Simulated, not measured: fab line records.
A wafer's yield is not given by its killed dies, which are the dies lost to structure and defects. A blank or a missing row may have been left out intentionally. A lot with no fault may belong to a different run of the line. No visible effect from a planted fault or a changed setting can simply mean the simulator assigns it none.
Split-lot trial	flow n5 finfet	7 lots, 21 wafers read, on a route of 1938 steps

SPLIT DETAILS
At N5_GATE_CUT_EXPOSE_10 (exposes mask GATE CUT, target cd 20 nm), the setting dose mj was moved away from the recipe's 43.25 on 8 of the 21 wafers read, by -6.9% to +5.3%. This setting was run at the recipe's value on the other wafers.

FROM THE SPLIT TO THE READING: what the file shows between them, 13 steps
- N5_GATE_CUT_PEB_11: peb time 60 s
- N5_GATE_CUT_DEVELOP_12: develop time 30 s
- N5_GATE_CUT_DESCUM_18: chemistry O2, time 7 s
- N5_GATE_CUT_ETCH_28: etches underlayer in N2/H2, target depth 13 nm, time 10.4 s
- N5_GATE_CUT_ETCH_36: etches SiARC in CF4, target depth 13 nm, time 21.7 s
- N5_GATE_CUT_ETCH_37: etches SOC in N2/H2, target depth 60 nm, overetch 12 nm, time 90 s
- N5_GATE_CUT_STRIP_38: strips in N2/H2
- N5_GATE_CUT_STRIP_39: strips in N2/H2
- N5_GATE_CUT_STRIP_41: strips in CF4
- N5_GATE_CUT_STRIP_42: strips in O2
- N5_GATE_CUT_ETCH_19: etches SiNx in CH3F/O2, target depth 53.7 nm, time 76.7 s
- N5_GATE_CUT_CUT_ETCH_54: etches TiN in Cl2/BCl3, target depth 96.7 nm (also split here: Cl2_flow_sccm)
- N5_GATE_CUT_CUT_ETCH_55: etches HfO2 in BCl3, target depth 3.2 nm

THE READING
GATE_CUT.cd nm (the simulator's own value, which no gauge read), in nm, at N5_GATE_CUT_ETCH_47 (etches SiO2 in Cl2/BCl3, target depth 10 nm). The file gives no usual value for it. Here, 13 wafers ran the recipe; their average is 20.2 nm with a standard deviation of 0.33 nm.

wafer	tool, chamber at the split	dose mj as run	against the recipe	GATE_CUT.cd nm, nm	against lot-mates on the recipe
L076.2	euv scanner-01, 0	42.3	-2.2%	19.4	no lot-mate on the recipe
L076.6	euv scanner-01, 0	42.3	-2.2%	19.4	no lot-mate on the recipe
L076.4	euv scanner-01, 0	42.3	-2.2%	19.6	no lot-mate on the recipe
L083.1	euv scanner-01, 0	43.25	recipe	20	-
L083.4	euv scanner-01, 0	43.25	recipe	19.4	-
L083.5	euv scanner-01, 0	43.25	recipe	20.4	-
L085.1	euv scanner-01, 0	43.25	recipe	20.6	-
L085.6	euv scanner-01, 0	43.25	recipe	20.6	-
L085.5	euv scanner-01, 0	43.25	recipe	20	-
L086.2	euv scanner-02, 0	43.25	recipe	20	-
L086.3	euv scanner-02, 0	43.25	recipe	20	-
L086.6	euv scanner-02, 0	40.83	-5.6%	18.4	-1.6
L088.2	euv scanner-01, 0	43.25	recipe	20.4	-
L088.3	euv scanner-01, 0	40.27	-6.9%	18.6	-1.8
L088.4	euv scanner-01, 0	40.27	-6.9%	19	-1.4
L089.2	euv scanner-02, 0	43.25	recipe	20	-
L089.4	euv scanner-02, 0	45.54	+5.3%	21.2	+1.0
L089.6	euv scanner-02, 0	43.25	recipe	20.4	-
L096.1	euv scanner-02, 0	45.27	+4.7%	21.4	+1.3
L096.2	euv scanner-02, 0	43.25	recipe	19.8	-
L096.6	euv scanner-02, 0	43.25	recipe	20.4	-

THE FIT
A straight line over all 21 wafers: GATE_CUT.cd nm changes by +0.231 nm for each +1% of dose mj; r = +0.91; the points scatter about the line by 0.33 nm.
The same after taking each lot's own level away (the mean of its wafers on the recipe; 18 wafers): +0.24 nm for each +1%; r = +0.94; scatter 0.28 nm.
Per that fit: largest dose mj move, reading shift of 1.7 nm.
Measured against the standard deviation above, the lots' own levels, which go from 19.93 to 20.40 nm, span 1.4 times it.
Hence the lot-to-lot level has little effect on the slope; both slopes agree.
Check: with one of the wafers moved furthest among these (-6.9%) left out of the fit, the line predicts -1.61 nm for it against its lot-mates. Against them it came out at -1.8 nm.

FURTHER SPLITS ON THESE WAFERS
These wafers also went through other splits before the reading. Each is held against what the fit with the lots' levels taken away leaves over:
other split on the same wafers	wafers away from the commonest value	r with GATE_CUT.cd nm (lot level and that fit taken away)
N5_GATE_CUT_CUT_ETCH_54 Cl2_flow_sccm	5	+0.24

THE WHOLE CHAIN: every reading that the file lists as answering this split, in the file's order
step	what it does	reading	change (the file's fit)	r (the file's)
N5_GATE_CUT_DESCUM_18	chemistry O2, time 7 s	GATE_CUT.cd nm (the simulator's own value, which no gauge read)	+0.193 nm for each +1% of the setting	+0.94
N5_GATE_CUT_ETCH_19	etches SiNx in CH3F/O2, target depth 53.7 nm, time 76.7 s	GATE_CUT.cd nm (the simulator's own value, which no gauge read)	+0.209 nm for each +1% of the setting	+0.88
N5_GATE_CUT_ETCH_47	etches SiO2 in Cl2/BCl3, target depth 10 nm	GATE_CUT.cd nm (the simulator's own value, which no gauge read)	+0.244 nm for each +1% of the setting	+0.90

FILE'S OWN FIT
GATE_CUT.cd nm changes by +0.244 nm for each +1% of dose mj, r = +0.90.
